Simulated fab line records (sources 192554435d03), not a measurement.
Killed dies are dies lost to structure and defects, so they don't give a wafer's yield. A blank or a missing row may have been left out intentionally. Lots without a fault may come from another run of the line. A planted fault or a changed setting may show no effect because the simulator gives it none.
Split-lot experiment / flow n5-finfet / route with 1938 steps; 7 lots, 21 wafers read

## THE SPLIT ITSELF
At N5_BEOL_M8_DESCUM_16 (chemistry O2, time 7.9 s), the setting time-s was moved away from the recipe's 7.9 s on 7 of the 21 wafers read, by -22.1% to +8.8%. This setting was run at the recipe's value on the other wafers.

Reading taken at the split's own step.

## THE READING
CAR-ArF_of_BEOL_M8_COAT_05.thk-nm (the simulator's own value, which no gauge read), in nm, at N5_BEOL_M8_DESCUM_16 (chemistry O2, time 7.9 s). No usual value for it is given in the file. Here, 14 wafers ran the recipe; their average is 83.5 nm with a standard deviation of 0.25 nm.

wafer=L074.3; tool, chamber at the split=rie-diel-06, 2; time-s as run, s=7.9; against the recipe=recipe; CAR-ArF_of_BEOL_M8_COAT_05.thk-nm, nm=84; against lot-mates on the recipe=-
wafer=L074.5; tool, chamber at the split=rie-diel-06, 0; time-s as run, s=7.9; against the recipe=recipe; CAR-ArF_of_BEOL_M8_COAT_05.thk-nm, nm=83.8; against lot-mates on the recipe=-
wafer=L074.6; tool, chamber at the split=rie-diel-06, 1; time-s as run, s=7.9; against the recipe=recipe; CAR-ArF_of_BEOL_M8_COAT_05.thk-nm, nm=83.6; against lot-mates on the recipe=-
wafer=L076.2; tool, chamber at the split=rie-diel-04, 1; time-s as run, s=8.598; against the recipe=+8.8%; CAR-ArF_of_BEOL_M8_COAT_05.thk-nm, nm=83.4; against lot-mates on the recipe=-0.4
wafer=L076.5; tool, chamber at the split=rie-diel-04, 1; time-s as run, s=8.598; against the recipe=+8.8%; CAR-ArF_of_BEOL_M8_COAT_05.thk-nm, nm=83.4; against lot-mates on the recipe=-0.4
wafer=L076.4; tool, chamber at the split=rie-diel-04, 3; time-s as run, s=7.9; against the recipe=recipe; CAR-ArF_of_BEOL_M8_COAT_05.thk-nm, nm=83.8; against lot-mates on the recipe=-
wafer=L087.1; tool, chamber at the split=rie-diel-03, 3; time-s as run, s=7.9; against the recipe=recipe; CAR-ArF_of_BEOL_M8_COAT_05.thk-nm, nm=83.6; against lot-mates on the recipe=-
wafer=L087.5; tool, chamber at the split=rie-diel-03, 0; time-s as run, s=7.9; against the recipe=recipe; CAR-ArF_of_BEOL_M8_COAT_05.thk-nm, nm=83.4; against lot-mates on the recipe=-
wafer=L087.6; tool, chamber at the split=rie-diel-03, 3; time-s as run, s=6.823; against the recipe=-13.6%; CAR-ArF_of_BEOL_M8_COAT_05.thk-nm, nm=84.2; against lot-mates on the recipe=+0.7
wafer=L088.1; tool, chamber at the split=rie-diel-04, 0,2,1; time-s as run, s=7.9; against the recipe=recipe; CAR-ArF_of_BEOL_M8_COAT_05.thk-nm, nm=83.4; against lot-mates on the recipe=-
wafer=L088.3; tool, chamber at the split=rie-diel-04, 0,2,1; time-s as run, s=7.9; against the recipe=recipe; CAR-ArF_of_BEOL_M8_COAT_05.thk-nm, nm=83.4; against lot-mates on the recipe=-
wafer=L088.6; tool, chamber at the split=rie-diel-04, 0,2,1; time-s as run, s=7.9; against the recipe=recipe; CAR-ArF_of_BEOL_M8_COAT_05.thk-nm, nm=83.4; against lot-mates on the recipe=-
wafer=L090.3; tool, chamber at the split=rie-diel-04, 3; time-s as run, s=7.9; against the recipe=recipe; CAR-ArF_of_BEOL_M8_COAT_05.thk-nm, nm=83; against lot-mates on the recipe=-
wafer=L090.4; tool, chamber at the split=rie-diel-04, 1; time-s as run, s=6.154; against the recipe=-22.1%; CAR-ArF_of_BEOL_M8_COAT_05.thk-nm, nm=84.4; against lot-mates on the recipe=+1.3
wafer=L090.6; tool, chamber at the split=rie-diel-04, 3; time-s as run, s=7.9; against the recipe=recipe; CAR-ArF_of_BEOL_M8_COAT_05.thk-nm, nm=83.2; against lot-mates on the recipe=-
wafer=L092.3; tool, chamber at the split=rie-diel-06, 1; time-s as run, s=7.323; against the recipe=-7.3%; CAR-ArF_of_BEOL_M8_COAT_05.thk-nm, nm=84.2; against lot-mates on the recipe=+0.6
wafer=L092.5; tool, chamber at the split=rie-diel-06, 2; time-s as run, s=7.323; against the recipe=-7.3%; CAR-ArF_of_BEOL_M8_COAT_05.thk-nm, nm=84; against lot-mates on the recipe=+0.4
wafer=L092.6; tool, chamber at the split=rie-diel-06, 3; time-s as run, s=7.9; against the recipe=recipe; CAR-ArF_of_BEOL_M8_COAT_05.thk-nm, nm=83.6; against lot-mates on the recipe=-
wafer=L091.2; tool, chamber at the split=rie-diel-03, 0,3; time-s as run, s=7.9; against the recipe=recipe; CAR-ArF_of_BEOL_M8_COAT_05.thk-nm, nm=83.4; against lot-mates on the recipe=-
wafer=L091.3; tool, chamber at the split=rie-diel-03, 0,3; time-s as run, s=7.9; against the recipe=recipe; CAR-ArF_of_BEOL_M8_COAT_05.thk-nm, nm=83.4; against lot-mates on the recipe=-
wafer=L091.5; tool, chamber at the split=rie-diel-03, 3; time-s as run, s=6.197; against the recipe=-21.6%; CAR-ArF_of_BEOL_M8_COAT_05.thk-nm, nm=84.4; against lot-mates on the recipe=+1.0
Rows listing several chambers each stand for several wafers; the file does not say which wafer went through which chamber.

FIT RESULTS
A straight line over all 21 wafers: CAR-ArF_of_BEOL_M8_COAT_05.thk-nm changes by -0.0399 nm for each +1% of time-s; r = -0.80; the points scatter about the line by 0.24 nm.
The same after taking each lot's own level away (the mean of its wafers on the recipe; 21 wafers): -0.0523 nm for each +1%; r = -0.97; scatter 0.1 nm.
According to that fit, moving time-s by its largest amount changes the reading by 1.2 nm.
Measured against the standard deviation above, the lots' own levels, which go from 83.10 to 83.80 nm, span 2.8 times it.
So the lot-to-lot level blurs the effect unless lot-mates are compared.
Check: +1.1 nm against its lot-mates is what the line predicts for one of the wafers moved furthest among these (-22.1%) when that wafer is left out of the fit. It came out at +1.3 nm against them.

## FILE'S OWN FIT
CAR-ArF_of_BEOL_M8_COAT_05.thk-nm changes by -0.0528 nm for each +1% of time-s, r = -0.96.
